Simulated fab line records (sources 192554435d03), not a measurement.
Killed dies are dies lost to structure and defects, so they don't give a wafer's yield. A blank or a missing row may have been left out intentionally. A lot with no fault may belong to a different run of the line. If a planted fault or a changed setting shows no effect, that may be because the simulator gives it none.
Matching of chambers || flow n5 finfet || N5_BEOL_M0_SAQP_STRIP_108 on rie diel-06 has 4 sister chambers
The step strips in N2/H2. 8 wafers are shown with their chamber, then 8 later ones without.

== EACH WAFER AND ITS CHAMBER ==
{"wafer": "L083.4", "chamber": 3, "showerhead plenum p Torr (Torr)": 3.19, "throttle valve pct (%)": 18.76}
{"wafer": "L084.4", "chamber": 3, "showerhead plenum p Torr (Torr)": 3.19, "throttle valve pct (%)": 18.77}
{"wafer": "L084.5", "chamber": 0, "showerhead plenum p Torr (Torr)": 3.50, "throttle valve pct (%)": 19.15}
{"wafer": "L084.6", "chamber": 1, "showerhead plenum p Torr (Torr)": 3.30, "throttle valve pct (%)": 18.89}
{"wafer": "L088.2", "chamber": 2, "showerhead plenum p Torr (Torr)": 3.39, "throttle valve pct (%)": 18.51}
{"wafer": "L088.5", "chamber": 0, "showerhead plenum p Torr (Torr)": 3.49, "throttle valve pct (%)": 19.16}
{"wafer": "L088.6", "chamber": 1, "showerhead plenum p Torr (Torr)": 3.30, "throttle valve pct (%)": 18.88}
{"wafer": "L089.1", "chamber": 2, "showerhead plenum p Torr (Torr)": 3.39, "throttle valve pct (%)": 18.51}

== WAFERS WHOSE CHAMBER IS MISSING ==
{"wafer": "L089.2", "showerhead plenum p Torr (Torr)": 3.30, "throttle valve pct (%)": 18.90}
{"wafer": "L089.3", "showerhead plenum p Torr (Torr)": 3.18, "throttle valve pct (%)": 18.78}
{"wafer": "L090.3", "showerhead plenum p Torr (Torr)": 3.18, "throttle valve pct (%)": 18.77}
{"wafer": "L090.5", "showerhead plenum p Torr (Torr)": 3.39, "throttle valve pct (%)": 18.51}
{"wafer": "L090.6", "showerhead plenum p Torr (Torr)": 3.30, "throttle valve pct (%)": 18.88}
{"wafer": "L092.1", "showerhead plenum p Torr (Torr)": 3.49, "throttle valve pct (%)": 19.18}
{"wafer": "L092.2", "showerhead plenum p Torr (Torr)": 3.18, "throttle valve pct (%)": 18.80}
{"wafer": "L092.5", "showerhead plenum p Torr (Torr)": 3.49, "throttle valve pct (%)": 19.18}

== EACH ONE'S CHAMBER ==
{"wafer": "L089.2", "from the rows above": 1, "in truth": 1}
{"wafer": "L089.3", "from the rows above": 3, "in truth": 3}
{"wafer": "L090.3", "from the rows above": 3, "in truth": 3}
{"wafer": "L090.5", "from the rows above": 2, "in truth": 2}
{"wafer": "L090.6", "from the rows above": 1, "in truth": 1}
{"wafer": "L092.1", "from the rows above": 0, "in truth": 0}
{"wafer": "L092.2", "from the rows above": 3, "in truth": 3}
{"wafer": "L092.5", "from the rows above": 0, "in truth": 0}
Correctly placed: 8 of 8. Number that these rows cannot place: 0. Placed wrongly: 0.
How it was worked out, from the rows above alone: a wafer's distance from a chamber is the root of the sum, over the readings, of the square of ((its reading less the chamber's mean) divided by the reading's scatter). If the next closest chamber is less than 2 further off than the closest, the wafer can't be placed; otherwise it belongs to the closest. For every chamber, the mean is computed from those of its wafers that are shown. The scatter: take each reading less its chamber's mean, square it, sum over the shown wafers, divide by the number of wafers less the number of chambers, and take the root.
